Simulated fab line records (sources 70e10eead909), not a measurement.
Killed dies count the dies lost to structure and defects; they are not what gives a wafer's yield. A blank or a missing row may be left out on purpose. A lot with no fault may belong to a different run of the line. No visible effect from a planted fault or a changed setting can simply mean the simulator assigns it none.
Chamber matching + flow nand harc + NHARC_A_CHANNEL_FILL_D1_ALD_25 on ald hk-04 has 4 sister chambers
The step deposits SiOx, target thk 60 nm, pulse time 10 s, ald cycles 600. 16 wafers are shown with their chamber, then 8 later ones without.

## EACH WAFER AND ITS CHAMBER
| wafer  | chamber | heater power w (W) | precursor pulse height rel |
|--------|---------|--------------------|----------------------------|
| L076.3 | 0       | 443                | 1.026                      |
| L076.1 | 2       | 427                | 1.034                      |
| L076.4 | 3       | 420                | 1.044                      |
| L077.2 | 3       | 412                | 0.993                      |
| L077.5 | 3       | 410                | 1.011                      |
| L077.6 | 0       | 444                | 1.016                      |
| L077.1 | 0       | 436                | 1.003                      |
| L077.3 | 2       | 438                | 1.012                      |
| L077.4 | 1       | 421                | 1.041                      |
| L085.1 | 1       | 430                | 1.013                      |
| L085.2 | 3       | 407                | 1.027                      |
| L085.6 | 1       | 431                | 1.001                      |
| L087.3 | 3       | 405                | 0.993                      |
| L087.4 | 2       | 437                | 1.005                      |
| L087.5 | 3       | 405                | 1.027                      |
| L096.2 | 0       | 441                | 1.000                      |

SIGNATURES (means of the wafers above)
| reading                    | chamber 0 | chamber 1 | chamber 2 | chamber 3 | scatter within a chamber |
|----------------------------|-----------|-----------|-----------|-----------|--------------------------|
| heater power w             | 441.00    | 427.33    | 434.00    | 409.83    | 5.29                     |
| precursor pulse height rel | 1.01125   | 1.01833   | 1.01700   | 1.01583   | 0.0179                   |
Rule: for each reading, subtract the chamber's mean from the wafer's reading, divide by that reading's scatter and square the result; add these up over the readings and take the root, which gives the wafer's distance from the chamber. The wafer belongs to the nearest chamber; if the next one is less than 2 further off, it can't be placed. How the scatter is found: for the shown wafers, subtract from each reading the mean of its chamber, square and add these, divide the total by (wafers less chambers), then take the root.

## WAFERS WHOSE CHAMBER IS MISSING
| wafer  | heater power w (W) | precursor pulse height rel |
|--------|--------------------|----------------------------|
| L096.4 | 396                | 1.000                      |
| L096.1 | 397                | 0.977                      |
| L096.3 | 418                | 0.993                      |
| L096.5 | 408                | 1.017                      |
| L096.6 | 447                | 0.983                      |
| L097.4 | 403                | 0.994                      |
| L097.3 | 388                | 1.013                      |
| L097.5 | 432                | 1.015                      |

## WHICH CHAMBER EACH WENT THROUGH
| wafer  | from the rows above          | in truth                   |
|--------|------------------------------|----------------------------|
| L096.4 | 3                            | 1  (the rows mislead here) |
| L096.1 | 3                            | 3                          |
| L096.3 | can't be placed: 3 or 1 or 2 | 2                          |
| L096.5 | 3                            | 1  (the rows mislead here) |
| L096.6 | can't be placed: 0 or 2      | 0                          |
| L097.4 | 3                            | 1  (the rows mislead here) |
| L097.3 | 3                            | 3                          |
| L097.5 | can't be placed: 2 or 1 or 0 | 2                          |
Placed correctly: 2 of 8. These rows do not allow placing 3 (true chamber among the candidates in 3). Placed wrongly: 3.
